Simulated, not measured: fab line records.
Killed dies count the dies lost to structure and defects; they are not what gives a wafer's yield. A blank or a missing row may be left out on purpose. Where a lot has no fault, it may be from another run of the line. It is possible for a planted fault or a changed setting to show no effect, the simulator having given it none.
fab line records | flow n5_finfet
record: lots: 24 wafers: 72 last_day: 18
route steps=1938 shown BEOL_M3@995 BEOL_M4@1024
lots untouched by any fault: they come from a run of this same line in which no faults occurred
start_h: the number of hours between the record's first day and the start of the first shown wafer of the lot | wait_h: time in hours since the lot's previous step | " the same as in the row above | L1.1+2: several wafers, shown together as one row | - no value present, or no start provided | * or withheld: withheld | < > ~ a bound
route shown NAME@n: NAME is a module with steps in the file, n the number in the route of the first one | usual: mean and standard deviation over wafers with no fault | same: alike in all rows | chamber/n: place in a boat | sites: each site's reading | _std_site: standard deviation of those values | _edge_site: the outer-site mean with the inner-site mean subtracted | radius_mm: how far each site lies from the wafer's centre | mask NAME#n: copy n | behind: the most recent tool/chamber to have shaped the wafer | hold: why the lot was held/for how many hours/how that ended | device: the transistor (n, p or np) that didn't switch | end of line: the route-end tests of the same wafers | a step with no rows: only its recipe | killed: dies lost to structure and defects at the first sort, not the wafer's yield | map: a wafer's dies, x killed, . not, _ none there
set.NAME: setting as actually run; set.NAME@STEP: the setting as run at that earlier step | model.NAME: the simulator's own value behind a step, which no gauge read
the route's steps for a sample of lots (tables are steps, rows are wafers)
services: the hour from which a tool's chamber was out of use, counted from the record's first day as start_h (under 0 if before that day), plus the number of hours and why
== steps ==
step: N5_BEOL_M3_ANNEAL_49
recipe: temp_c: 400 time_s: 240 ambient: vacuum
usual: heater_power_w: 825/83
same: time_s: 240
columns lot.wafer tool chamber start_h wait_h heater_power_w
L074.3 pvd_sputter-01 - 150.72 0.0 764
L074.4 " - " " 868
L074.6 " - " " 841
L075.1 pvd_sputter-02 - 162.98 0.0 844
L075.3 " - " " 721
L075.5 " - " " 773
L076.3 pvd_sputter-03 - 172.63 0.0 784
L076.5 " - " " 791
L076.6 " - " " 1038
L077.1 pvd_sputter-01 - 178.62 0.0 748
L077.2 " - " " 782
L077.6 " - " " 759
L078.3 pvd_sputter-02 - 183.34 0.0 788
L078.5 " - " " 822
L078.6 " - " " 788
L079.2 pvd_sputter-02 - 201.64 0.0 712
L079.3 " - " " 781
L079.6 " - " " 716
L080.1 pvd_sputter-02 - 203.66 0.0 778
L080.2 " - " " 722
L080.3 " - " " 835
L081.1 pvd_sputter-03 - 207.22 0.0 747
L081.3 " - " " 780
L081.6 " - " " 756
L082.4 pvd_sputter-01 - 208.03 0.0 773
L082.5 " - " " 742
L082.6 " - " " 854
L083.3 pvd_sputter-03 - 211.40 0.0 761
L083.4 " - " " 880
L083.6 " - " " 782
L084.1 pvd_sputter-03 - 214.70 0.0 782
L084.4 " - " " 881
L084.6 " - " " 779
L085.2 pvd_sputter-01 - 218.53 0.0 890
L085.3 " - " " 797
L085.4 " - " " 875
L086.1 pvd_sputter-01 - 232.25 0.0 893
L086.2 " - " " 795
L086.3 " - " " 760
L087.1 pvd_sputter-03 - 235.13 0.0 763
L087.4 " - " " 794
L087.5 " - " " 771
L088.1 pvd_sputter-03 - 247.13 0.0 781
L088.3 " - " " 898
L088.6 " - " " 782
L089.3 pvd_sputter-03 - 251.66 0.0 867
L089.4 " - " " 1012
L089.6 " - " " 758
L090.2 pvd_sputter-02 - 252.10 0.0 837
L090.4 " - " " 855
L090.6 " - " " 824
L093.2 pvd_sputter-03 - 263.00 0.0 752
L093.4 " - " " 788
L093.5 " - " " 772
L091.2 pvd_sputter-03 - 269.01 0.0 879
L091.4 " - " " 1039
L091.5 " - " " 1009
L094.3 pvd_sputter-01 - 296.46 0.0 742
L094.4 " - " " 790
L094.5 " - " " 880
L096.2 pvd_sputter-03 - 297.18 0.0 798
L096.4 " - " " 889
L096.6 " - " " 990
L092.1 pvd_sputter-02 - 299.68 0.0 834
L092.2 " - " " 823
L092.5 " - " " 859
L095.2 pvd_sputter-03 - 300.14 0.0 800
L095.3 " - " " 978
L095.5 " - " " 875
L097.2 pvd_sputter-02 - 301.52 0.0 823
L097.3 " - " " 719
L097.5 " - " " 781
step: N5_BEOL_M3_ANNEAL_82
recipe: temp_c: 400 time_s: 240 ambient: vacuum
usual: heater_power_w: 823/80
same: time_s: 240
columns lot.wafer tool chamber start_h wait_h heater_power_w
L074.3 pvd_sputter-01 - 151.16 0.0 750
L074.4 " - " " 849
L074.6 " - " " 870
L075.1 pvd_sputter-02 - 163.42 0.0 829
L075.3 " - " " 720
L075.5 " - " " 777
L076.3 pvd_sputter-03 - 173.07 0.0 787
L076.5 " - " " 790
L076.6 " - " " 1017
L077.1 pvd_sputter-01 - 179.06 0.0 759
L077.2 " - " " 788
L077.6 " - " " 754
L078.3 pvd_sputter-02 - 183.78 0.0 787
L078.5 " - " " 805
L078.6 " - " " 783
L079.2 pvd_sputter-02 - 202.08 0.0 692
L079.3 " - " " 781
L079.6 " - " " 694
L080.1 pvd_sputter-02 - 204.10 0.0 788
L080.2 " - " " 707
L080.3 " - " " 855
L081.1 pvd_sputter-03 - 207.66 0.0 762
L081.3 " - " " 795
L081.6 " - " " 750
L082.4 pvd_sputter-01 - 208.47 0.0 755
L082.5 " - " " 770
L082.6 " - " " 836
L083.3 pvd_sputter-03 - 211.84 0.0 772
L083.4 " - " " 888
L083.6 " - " " 796
L084.1 pvd_sputter-03 - 215.14 0.0 784
L084.4 " - " " 886
L084.6 " - " " 776
L085.2 pvd_sputter-01 - 218.97 0.0 889
L085.3 " - " " 763
L085.4 " - " " 859
L086.1 pvd_sputter-01 - 232.69 0.0 889
L086.2 " - " " 787
L086.3 " - " " 762
L087.1 pvd_sputter-03 - 235.57 0.0 741
L087.4 " - " " 794
L087.5 " - " " 800
L088.1 pvd_sputter-03 - 247.57 0.0 794
L088.3 " - " " 869
L088.6 " - " " 773
L089.3 pvd_sputter-03 - 252.10 0.0 892
L089.4 " - " " 997
L089.6 " - " " 768
L090.2 pvd_sputter-02 - 252.54 0.0 826
L090.4 " - " " 843
L090.6 " - " " 829
L093.2 pvd_sputter-03 - 263.44 0.0 760
L093.4 " - " " 798
L093.5 " - " " 763
L091.2 pvd_sputter-03 - 269.45 0.0 876
L091.4 " - " " 1013
L091.5 " - " " 1007
L094.3 pvd_sputter-01 - 296.90 0.0 755
L094.4 " - " " 797
L094.5 " - " " 891
L096.2 pvd_sputter-03 - 297.62 0.0 796
L096.4 " - " " 883
L096.6 " - " " 1017
L092.1 pvd_sputter-02 - 300.12 0.0 821
L092.2 " - " " 880
L092.5 " - " " 855
L095.2 pvd_sputter-03 - 300.58 0.0 774
L095.3 " - " " 1020
L095.5 " - " " 865
L097.2 pvd_sputter-02 - 301.96 0.0 805
L097.3 " - " " 713
L097.5 " - " " 807
step: N5_BEOL_M3_SPUTTER_90
recipe: material: Cu target_thk_a: 45 temp_c: -20 chamber_pressure_pa: 0.07 power_w: withheld time_s: 8.29
usual: chamber_pressure_pa: 0.07/0.00014 throttle_valve_pct: 29.9/0.97
same: time_s: 8.29
columns lot.wafer tool chamber start_h wait_h chamber_pressure_pa throttle_valve_pct
L074.3 pvd_sputter-01 - 151.74 0.1 0.06998 30.6
L074.4 " - " " 0.0701 30.1
L074.6 " - " " 0.07025 30.0
L075.1 pvd_sputter-02 - 164.00 0.1 0.07002 29.1
L075.3 " - " " 0.07028 30.4
L075.5 " - " " 0.07 31.9
L076.3 pvd_sputter-03 - 173.65 0.1 0.07005 28.2
L076.5 " - " " 0.07019 28.4
L076.6 " - " " 0.06993 29.7
L077.1 pvd_sputter-01 - 179.64 0.1 0.07012 30.4
L077.2 " - " " 0.07008 29.1
L077.6 " - " " 0.07 30.6
L078.3 pvd_sputter-02 - 184.36 0.1 0.07001 31.8
L078.5 " - " " 0.07001 29.0
L078.6 " - " " 0.06996 31.8
L079.2 pvd_sputter-02 - 202.66 0.1 0.06995 30.2
L079.3 " - " " 0.06977 31.7
L079.6 " - " " 0.07001 30.3
L080.1 pvd_sputter-02 - 204.68 0.1 0.07015 31.5
L080.2 " - " " 0.07009 30.2
L080.3 " - " " 0.06978 30.8
L081.1 pvd_sputter-03 - 208.24 0.1 0.0698 30.1
L081.3 " - " " 0.06999 28.3
L081.6 " - " " 0.06977 30.2
L082.4 pvd_sputter-01 - 209.05 0.1 0.07016 30.5
L082.5 " - " " 0.07008 30.5
L082.6 " - " " 0.07023 29.7
L083.3 pvd_sputter-03 - 212.42 0.1 0.07005 30.5
L083.4 " - " " 0.07003 29.6
L083.6 " - " " 0.06994 28.4
L084.1 pvd_sputter-03 - 215.72 0.1 0.07001 28.4
L084.4 " - " " 0.06978 29.6
L084.6 " - " " 0.06996 28.2
L085.2 pvd_sputter-01 - 219.55 0.1 0.07007 31.3
L085.3 " - " " 0.06995 28.8
L085.4 " - " " 0.06997 30.0
L086.1 pvd_sputter-01 - 233.27 0.1 0.07002 31.4
L086.2 " - " " 0.07009 29.2
L086.3 " - " " 0.0699 30.6
L087.1 pvd_sputter-03 - 236.15 0.1 0.06989 30.2
L087.4 " - " " 0.06984 28.5
L087.5 " - " " 0.06998 28.1
L088.1 pvd_sputter-03 - 248.15 0.1 0.06989 28.3
L088.3 " - " " 0.07017 29.3
L088.6 " - " " 0.07007 28.1
L089.3 pvd_sputter-03 - 252.68 0.1 0.07002 29.6
L089.4 " - " " 0.0698 29.1
L089.6 " - " " 0.06997 30.1
L090.2 pvd_sputter-02 - 253.12 0.1 0.07002 29.3
L090.4 " - " " 0.06969 30.6
L090.6 " - " " 0.07006 29.5
L093.2 pvd_sputter-03 - 264.02 0.1 0.06977 30.2
L093.4 " - " " 0.07016 28.4
L093.5 " - " " 0.07 28.5
L091.2 pvd_sputter-03 - 270.03 0.1 0.06998 29.6
L091.4 " - " " 0.07001 29.8
L091.5 " - " " 0.0701 29.5
L094.3 pvd_sputter-01 - 297.48 0.1 0.07015 30.6
L094.4 " - " " 0.06978 29.0
L094.5 " - " " 0.06991 31.2
L096.2 pvd_sputter-03 - 298.20 0.1 0.07001 28.3
L096.4 " - " " 0.07002 29.4
L096.6 " - " " 0.06987 29.3
L092.1 pvd_sputter-02 - 300.70 0.1 0.07024 29.2
L092.2 " - " " 0.06998 30.5
L092.5 " - " " 0.06981 30.9
L095.2 pvd_sputter-03 - 301.16 0.1 0.06991 28.2
L095.3 " - " " 0.0701 29.5
L095.5 " - " " 0.06991 29.8
L097.2 pvd_sputter-02 - 302.54 0.1 0.07009 29.3
L097.3 " - " " 0.0699 30.1
L097.5 " - " " 0.06968 31.5
step: N5_BEOL_M4_HM_DEP_02
recipe: material: TiN target_thk_a: 200 temp_c: 25 chamber_pressure_pa: 0.49996
usual: chamber_pressure_pa: 0.5000/0.00095 throttle_valve_pct: 29.9/0.97
columns lot.wafer tool chamber start_h wait_h chamber_pressure_pa throttle_valve_pct
L074.3 pvd_sputter-03 - 154.74 1.0 0.5010 29.9
L074.4 " - " " 0.4997 28.1
L074.6 " - " " 0.5013 29.6
L075.1 pvd_sputter-02 - 168.66 2.7 0.5002 30.3
L075.3 " - " " 0.5003 30.1
L075.5 " - " " 0.5008 30.5
L076.3 pvd_sputter-03 - 176.49 0.9 0.4999 29.4
L076.5 " - " " 0.5006 29.3
L076.6 " - " " 0.4997 28.5
L077.1 pvd_sputter-02 - 182.46 0.9 0.4989 30.5
L077.2 " - " " 0.4998 31.3
L077.6 " - " " 0.4998 29.4
L078.3 pvd_sputter-03 - 188.42 2.0 0.4988 28.2
L078.5 " - " " 0.4992 30.3
L078.6 " - " " 0.5010 28.4
L079.2 pvd_sputter-01 - 205.69 1.1 0.5000 28.6
L079.3 " - " " 0.4995 30.5
L079.6 " - " " 0.5011 29.8
L080.1 pvd_sputter-01 - 206.77 0.1 0.5018 30.5
L080.2 " - " " 0.5006 29.1
L080.3 " - " " 0.4993 31.1
L081.1 pvd_sputter-03 - 210.74 0.6 0.4990 28.4
L081.3 " - " " 0.5004 29.7
L081.6 " - " " 0.4993 29.3
L082.4 pvd_sputter-01 - 213.75 2.8 0.4992 31.3
L082.5 " - " " 0.4979 31.3
L082.6 " - " " 0.5008 29.8
L083.3 pvd_sputter-01 - 216.87 2.1 0.5001 30.8
L083.4 " - " " 0.4983 29.0
L083.6 " - " " 0.4976 31.2
L084.1 pvd_sputter-01 - 218.19 0.6 0.5005 29.1
L084.4 " - " " 0.5004 29.8
L084.6 " - " " 0.4999 30.5
L085.2 pvd_sputter-01 - 221.77 0.1 0.5003 31.3
L085.3 " - " " 0.5006 30.6
L085.4 " - " " 0.5007 29.9
L086.1 pvd_sputter-02 - 237.23 2.0 0.5016 30.5
L086.2 " - " " 0.5004 30.4
L086.3 " - " " 0.4994 31.7
L087.1 pvd_sputter-03 - 238.91 0.5 0.5000 29.8
L087.4 " - " " 0.5006 30.3
L087.5 " - " " 0.4996 28.3
L088.1 pvd_sputter-03 - 250.57 0.5 0.5008 29.1
L088.3 " - " " 0.5007 30.2
L088.6 " - " " 0.4995 30.2
L089.3 pvd_sputter-03 - 255.23 0.6 0.4988 30.3
L089.4 " - " " 0.4996 29.2
L089.6 " - " " 0.4997 29.4
L090.2 pvd_sputter-01 - 256.57 1.3 0.5009 29.9
L090.4 " - " " 0.5001 29.0
L090.6 " - " " 0.5000 30.7
L093.2 pvd_sputter-02 - 267.98 1.8 0.4999 30.1
L093.4 " - " " 0.5003 29.1
L093.5 " - " " 0.5013 30.8
L091.2 pvd_sputter-02 - 273.72 1.7 0.5014 29.1
L091.4 " - " " 0.4988 31.9
L091.5 " - " " 0.4995 30.8
L094.3 pvd_sputter-03 - 299.66 0.1 0.4998 29.3
L094.4 " - " " 0.4985 29.5
L094.5 " - " " 0.4993 28.3
L096.2 pvd_sputter-03 - 301.98 1.6 0.4999 29.4
L096.4 " - " " 0.5000 29.4
L096.6 " - " " 0.4987 30.1
L092.1 pvd_sputter-02 - 304.20 1.6 0.5006 31.7
L092.2 " - " " 0.5024 30.4
L092.5 " - " " 0.5009 30.6
L095.2 pvd_sputter-02 - 304.34 1.3 0.4992 29.3
L095.3 " - " " 0.5017 30.3
L095.5 " - " " 0.5009 31.8
L097.2 pvd_sputter-01 - 304.94 0.5 0.4992 31.4
L097.3 " - " " 0.5003 30.7
L097.5 " - " " 0.5004 30.6
step: N5_BEOL_M4_DEGAS_44
recipe: ambient: vacuum temp_c: 250 time_s: 60
usual: heater_power_w: 328/29
same: time_s: 60
columns lot.wafer tool chamber start_h wait_h heater_power_w
L074.3 pvd_sputter-03 - 165.41 0.2 316
L074.4 " - " " 309
L074.6 " - " " 404
L075.1 pvd_sputter-02 - 175.04 0.3 317
L075.3 " - " " 335
L075.5 " - " " 317
L076.3 pvd_sputter-03 - 184.94 1.8 313
L076.5 " - " " 352
L076.6 " - " " 399
L077.1 pvd_sputter-02 - 189.48 0.3 343
L077.2 " - " " 328
L077.6 " - " " 320
L078.3 pvd_sputter-02 - 194.08 0.4 340
L078.5 " - " " 318
L078.6 " - " " 346
L079.2 pvd_sputter-02 - 210.13 0.3 343
L079.3 " - " " 281
L079.6 " - " " 344
L081.1 pvd_sputter-02 - 214.08 0.2 348
L081.3 " - " " 285
L081.6 " - " " 339
L080.1 pvd_sputter-01 - 214.11 0.2 361
L080.2 " - " " 304
L080.3 " - " " 311
L082.4 pvd_sputter-01 - 217.61 0.4 335
L082.5 " - " " 299
L082.6 " - " " 341
L083.3 pvd_sputter-01 - 223.92 1.8 316
L083.4 " - " " 354
L083.6 " - " " 341
L084.1 pvd_sputter-01 - 230.71 0.8 304
L084.4 " - " " 353
L084.6 " - " " 353
L085.2 pvd_sputter-02 - 237.89 0.2 311
L085.3 " - " " 344
L085.4 " - " " 279
L086.1 pvd_sputter-02 - 241.27 0.1 348
L086.2 " - " " 284
L086.3 " - " " 312
L087.1 pvd_sputter-02 - 246.10 0.9 306
L087.4 " - " " 341
L087.5 " - " " 341
L089.3 pvd_sputter-03 - 262.84 0.3 317
L089.4 " - " " 414
L089.6 " - " " 307
L088.1 pvd_sputter-01 - 264.84 0.9 341
L088.3 " - " " 323
L088.6 " - " " 342
L090.2 pvd_sputter-01 - 265.54 0.4 352
L090.4 " - " " 314
L090.6 " - " " 350
L093.2 pvd_sputter-02 - 271.60 0.3 329
L093.4 " - " " 344
L093.5 " - " " 339
L091.2 pvd_sputter-02 - 276.31 0.0 315
L091.4 " - " " 289
L091.5 " - " " 283
L094.3 pvd_sputter-01 - 305.04 0.4 321
L094.4 " - " " 300
L094.5 " - " " 357
L096.2 pvd_sputter-01 - 307.79 0.2 346
L096.4 " - " " 346
L096.6 " - " " 316
L092.1 pvd_sputter-02 - 307.86 0.2 331
L092.2 " - " " 282
L092.5 " - " " 345
L095.2 pvd_sputter-03 - 311.02 0.1 412
L095.3 " - " " 297
L095.5 " - " " 399
L097.2 pvd_sputter-02 - 313.46 1.5 333
L097.3 " - " " 350
L097.5 " - " " 312
step: N5_BEOL_M4_SPUTTER_81
recipe: material: Cu target_thk_a: 45 temp_c: -20 chamber_pressure_pa: 0.07 power_w: withheld time_s: 8.29
usual: chamber_pressure_pa: 0.07/0.00014 throttle_valve_pct: 30.1/0.93
same: time_s: 8.29
columns lot.wafer tool chamber start_h wait_h chamber_pressure_pa throttle_valve_pct
L074.3 pvd_sputter-02 - 166.98 0.1 0.07001 30.5
L074.4 " - " " 0.06986 29.4
L074.6 " - " " 0.06992 30.3
L075.1 pvd_sputter-02 - 176.18 0.1 0.07014 32.0
L075.3 " - " " 0.0698 30.6
L075.5 " - " " 0.0702 31.7
L076.3 pvd_sputter-02 - 186.02 0.1 0.06997 30.6
L076.5 " - " " 0.07007 30.5
L076.6 " - " " 0.06985 30.7
L077.1 pvd_sputter-01 - 190.65 0.1 0.07005 29.9
L077.2 " - " " 0.06993 28.9
L077.6 " - " " 0.07011 30.1
L078.3 pvd_sputter-02 - 195.14 0.1 0.0699 30.7
L078.5 " - " " 0.0699 29.2
L078.6 " - " " 0.06998 30.8
L079.2 pvd_sputter-02 - 211.27 0.1 0.06963 29.4
L079.3 " - " " 0.07023 32.0
L079.6 " - " " 0.06993 29.3
L081.1 pvd_sputter-01 - 215.15 0.1 0.06997 28.9
L081.3 " - " " 0.07004 30.4
L081.6 " - " " 0.07003 30.7
L080.1 pvd_sputter-02 - 215.27 0.1 0.07006 29.4
L080.2 " - " " 0.06998 30.1
L080.3 " - " " 0.0702 31.6
L082.4 pvd_sputter-03 - 218.82 0.1 0.06981 29.6
L082.5 " - " " 0.07009 29.7
L082.6 " - " " 0.06996 29.2
L083.3 pvd_sputter-02 - 225.01 0.1 0.06974 30.8
L083.4 " - " " 0.06976 30.1
L083.6 " - " " 0.06989 30.7
L084.1 pvd_sputter-02 - 232.15 0.1 0.07001 29.2
L084.4 " - " " 0.07006 30.2
L084.6 " - " " 0.07002 31.8
L085.2 pvd_sputter-01 - 239.79 0.1 0.06996 29.8
L085.3 " - " " 0.07012 28.8
L085.4 " - " " 0.06982 31.0
L086.1 pvd_sputter-03 - 242.42 0.1 0.07004 29.7
L086.2 " - " " 0.07007 29.6
L086.3 " - " " 0.06992 30.3
L087.1 pvd_sputter-01 - 247.10 0.1 0.07003 31.3
L087.4 " - " " 0.06983 30.7
L087.5 " - " " 0.06984 30.6
L089.3 pvd_sputter-03 - 265.50 0.1 0.07001 28.3
L089.4 " - " " 0.07001 29.7
L089.6 " - " " 0.07001 29.4
L088.1 pvd_sputter-01 - 266.14 0.1 0.0702 31.3
L088.3 " - " " 0.06991 29.7
L088.6 " - " " 0.06995 31.1
L090.2 pvd_sputter-02 - 266.58 0.1 0.0696 30.9
L090.4 " - " " 0.06986 30.3
L090.6 " - " " 0.06994 30.3
L093.2 pvd_sputter-03 - 272.64 0.1 0.07047 29.1
L093.4 " - " " 0.06983 30.2
L093.5 " - " " 0.07014 29.3
L091.2 pvd_sputter-03 - 277.30 0.1 0.07005 29.7
L091.4 " - " " 0.0699 30.2
L091.5 " - " " 0.06986 30.2
L094.3 pvd_sputter-02 - 306.08 0.1 0.06994 30.4
L094.4 " - " " 0.07001 31.5
L094.5 " - " " 0.06981 29.3
L096.2 pvd_sputter-01 - 309.13 0.1 0.07023 30.4
L096.4 " - " " 0.07024 29.9
L096.6 " - " " 0.06987 30.7
L092.1 pvd_sputter-03 - 309.40 0.1 0.07006 29.3
L092.2 " - " " 0.07011 29.8
L092.5 " - " " 0.07 29.6
L095.2 pvd_sputter-01 - 312.12 0.1 0.06985 31.1
L095.3 " - " " 0.07002 29.9
L095.5 " - " " 0.07012 29.8
L097.2 pvd_sputter-03 - 314.57 0.1 0.06999 30.2
L097.3 " - " " 0.06995 29.9
L097.5 " - " " 0.06997 30.3
== services ==
columns tool chamber start_h hours kind
pvd_sputter-01 - 272.12 7.8 repair
== key ==
fault none
